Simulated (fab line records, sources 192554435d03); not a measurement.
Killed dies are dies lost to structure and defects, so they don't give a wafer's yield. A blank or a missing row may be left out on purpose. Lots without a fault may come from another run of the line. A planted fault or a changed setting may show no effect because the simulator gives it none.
Split-lot experiment | flow n5_finfet | 7 lots, 21 wafers read, on a route of 1938 steps

THE SPLIT
At N5_BEOL_M0_SAQP_PECVD_96 (deposits a-Si from SiH4/He, target thk 45 nm, time 45.2 s), the setting time_s was moved away from the recipe's 45.2 s on 5 of the 21 wafers read, by +4.2% to +7.1%. The other wafers ran this setting at the recipe's value.

The reading is taken at the split's own step.

THE READING
a-Si_of_BEOL_M0_SAQP_PECVD_96.thk_nm (the simulator's own value, which no gauge read), in nm, at N5_BEOL_M0_SAQP_PECVD_96 (deposits a-Si from SiH4/He, target thk 45 nm, time 45.2 s). The file gives no usual value for it. The 16 wafers here that ran the recipe average 44.8 nm, standard deviation 0.4 nm.

wafer  | tool, chamber at the split | time_s as run, s | against the recipe | a-Si_of_BEOL_M0_SAQP_PECVD_96.thk_nm, nm | against lot-mates on the recipe
L077.2 | pecvd-03, 2,1              | 45.2             | recipe             | 44.8                                     | -
L077.5 | pecvd-03, 2,1              | 45.2             | recipe             | 44.8                                     | -
L077.4 | pecvd-03, 2                | 45.2             | recipe             | 45.4                                     | -
L082.1 | pecvd-04, 0                | 48.41            | +7.1%              | 47.2                                     | +2.6
L082.2 | pecvd-04, 1,0              | 45.2             | recipe             | 44.6                                     | -
L082.4 | pecvd-04, 1,0              | 45.2             | recipe             | 44.6                                     | -
L083.2 | pecvd-04, 1                | 45.2             | recipe             | 44.2                                     | -
L083.4 | pecvd-04, 2                | 47.08            | +4.2%              | 47.2                                     | +3.0
L083.5 | pecvd-04, 1                | 47.08            | +4.2%              | 46.4                                     | +2.2
L086.1 | pecvd-04, 1                | 45.2             | recipe             | 44.8                                     | -
L086.3 | pecvd-04, 2                | 45.2             | recipe             | 44.6                                     | -
L086.5 | pecvd-04, 0                | 45.2             | recipe             | 45                                       | -
L087.1 | pecvd-03, 1                | 47.28            | +4.6%              | 47                                       | +1.4
L087.2 | pecvd-03, 2                | 45.2             | recipe             | 45.4                                     | -
L087.4 | pecvd-03, 0                | 45.2             | recipe             | 45.8                                     | -
L090.2 | pecvd-03, 0                | 45.2             | recipe             | 45                                       | -
L090.3 | pecvd-03, 2                | 45.2             | recipe             | 44.6                                     | -
L090.5 | pecvd-03, 2                | 47.86            | +5.9%              | 48                                       | +3.2
L092.1 | pecvd-04, 1,0              | 45.2             | recipe             | 44.6                                     | -
L092.4 | pecvd-04, 1,0              | 45.2             | recipe             | 44.6                                     | -
L092.2 | pecvd-04, 0                | 45.2             | recipe             | 44.4                                     | -
Where a row lists several chambers, the file gives one row for several wafers and doesn't say which wafer went through which chamber.

THE FIT
A straight line over all 21 wafers: a-Si_of_BEOL_M0_SAQP_PECVD_96.thk_nm changes by +0.437 nm for each +1% of time_s; r = +0.92; the points scatter about the line by 0.45 nm.
The same after taking each lot's own level away (the mean of its wafers on the recipe; 21 wafers): +0.46 nm for each +1%; r = +0.94; scatter 0.39 nm.
On that fit, the largest move of time_s shifts the reading by 3.3 nm.
The lots' own levels span 44.20 to 45.60 nm, that is 3.5 times the standard deviation above.
So the lot-to-lot level changes the slope little: the two slopes agree.
Check: with one of the wafers moved furthest among these (+7.1%) left out of the fit, the line predicts +3.68 nm for it against its lot-mates. It came out at +2.6 nm against them.

OTHER SPLITS ON THESE WAFERS
These wafers also went through other splits before the reading. Each is held against what the fit with the lots' levels taken away leaves over:
other split on the same wafers               | wafers away from the commonest value | r with a-Si_of_BEOL_M0_SAQP_PECVD_96.thk_nm (lot level and that fit taken away)
N5_SD_EPI_N_EXPOSE_06 dose_mj                | 6                                    | +0.16
N5_SDB_ETCH_18 source_w                      | 3                                    | -0.34
N5_HKMG_FIN_HK_ALD_01 ald_cycles             | 2                                    | -0.06
N5_HKMG_FIN_DEVELOP_48 develop_time_s        | 8                                    | -0.01
N5_HKMG_FIN_COAT_85 spin_rpm                 | 6                                    | -0.12
N5_MOL_CONTACT_COAG_CONTACT_ETCH_14 source_w | 4                                    | +0.12
N5_MOL_CONTACT_COAG_CMP_23 down_force_psi    | 11                                   | +0.18
N5_MOL_CONTACT_COAG_ALD_27 time_s            | 11                                   | +0.04

THE FILE'S OWN FIT
a-Si_of_BEOL_M0_SAQP_PECVD_96.thk_nm changes by +0.442 nm for each +1% of time_s, r = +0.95.
